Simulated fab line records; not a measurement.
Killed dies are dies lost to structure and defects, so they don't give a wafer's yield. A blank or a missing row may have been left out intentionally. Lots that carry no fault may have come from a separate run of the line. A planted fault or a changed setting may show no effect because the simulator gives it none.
Which tool did it? -- flow n5 finfet -- 34 wafers sampled from 12 lots at 1 step of a route of 1938

WHAT EACH GAUGE READ, for each wafer
N5_BEOL_M12_OVL_MEAS_29.
lot,measured,on,M12_OVL (nm)
L263,day 11 12:10,overlay-01,-1 5 -5
L266,day 12 06:52,overlay-02,2 4 3
L264,day 12 09:55,overlay-01,6 12 6
L269,day 12 15:11,overlay-02,-7 -2 -2
L265,day 12 21:58,overlay-02,1 1
L270,day 13 04:14,overlay-01,4 3
L273,day 13 18:36,overlay-02,11 9 15
L277,day 15 04:37,overlay-02,3 4 8
L282,day 15 21:03,overlay-02,-9 -5 -9
L283,day 16 17:11,overlay-01,-1 -7 0
L285,day 17 04:38,overlay-01,2 -3 -1
L284,day 17 04:47,overlay-01,-5 -5 -7

WHAT TOOL EACH LOT RAN ON (gives the tool, then ch and the chambers of the sampled wafers, and finally the start)
No process step before these readings appears in the record.

AS READ BY THE TOOLS THEMSELVES (means over the sampled wafers that have a number; for cases with no such wafer, the mark the record gives instead)
The record holds no such reading with a usual standard deviation.

THE ANSWER, worked out from the rows above alone
Rule: what is usual is taken from the lots themselves. Put in order of their means at a reading, lots are off if they are a third of the lots or fewer, leave a main group of 4 or more, and stand apart from it by a gap of 3 or more times the standard deviation of the main group's means; of several such gaps the widest counts. A main group is skipped when, at the precision printed for the reading in the tables above, its means are all equal. Also off: a lot with no number at a reading for which 4 or more lots have one. Where the step has rows for the other lots, those lots are counted as sound. The gauges are gone through in route order, then the tools' own readings, and for those a lot's mean is taken as printed above. The first step at which some lot is off is used, and at that step the reading that is off furthest; a lot without a number counts as furthest.
None of the lots is off at any reading shown; this tells nothing.

WHAT HAD BEEN PUT IN BY THE SIMULATOR
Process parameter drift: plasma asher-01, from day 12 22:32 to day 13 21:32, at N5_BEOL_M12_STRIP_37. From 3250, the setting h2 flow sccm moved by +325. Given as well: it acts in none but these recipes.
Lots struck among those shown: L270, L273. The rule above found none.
